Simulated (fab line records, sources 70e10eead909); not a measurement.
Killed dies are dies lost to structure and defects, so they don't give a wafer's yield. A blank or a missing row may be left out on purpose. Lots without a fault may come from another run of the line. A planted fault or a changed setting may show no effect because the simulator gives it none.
Chamber matching | flow nand_harc | NHARC_A_M0_PRE_CLEAN_31 on pecvd-01: 3 sister chambers
The step time 12 s. 6 wafers are shown with their chamber, then 7 later ones without.

WAFERS WITH THEIR CHAMBER
wafer  | chamber | heater_power_w (W)
L083.1 | 0       | 705
L084.1 | 0       | 839
L084.2 | 1       | 557
L084.6 | 2       | 615
L090.1 | 1       | 602
L090.3 | 2       | 601

WAFERS WITHOUT THEIR CHAMBER
wafer  | heater_power_w (W)
L090.6 | 779
L095.1 | 672
L095.5 | 676
L095.6 | 799
L094.1 | 583
L094.4 | 515
L094.5 | 571

WHICH CHAMBER EACH WENT THROUGH
wafer  | from the rows above          | in truth
L090.6 | 0                            | 0
L095.1 | can't be placed: 2 or 1 or 0 | 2
L095.5 | can't be placed: 2 or 0 or 1 | 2
L095.6 | 0                            | 0
L094.1 | can't be placed: 1 or 2      | 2
L094.4 | can't be placed: 1 or 2      | 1
L094.5 | can't be placed: 1 or 2      | 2
Placed correctly: 2 of 7. Can't be placed from these rows: 5 (the true chamber is among the candidates in 5). Placed wrongly: 0.
How it was worked out, from the rows above alone: a wafer's distance from a chamber is the root of the sum, over the readings, of the square of ((its reading less the chamber's mean) divided by the reading's scatter). The wafer belongs to the nearest chamber; if the next one is less than 2 further off, it can't be placed. A chamber's mean is the mean of its shown wafers. The scatter: the root of (the sum of the squares of (reading less its chamber's mean) over the shown wafers, divided by (wafers less chambers)).
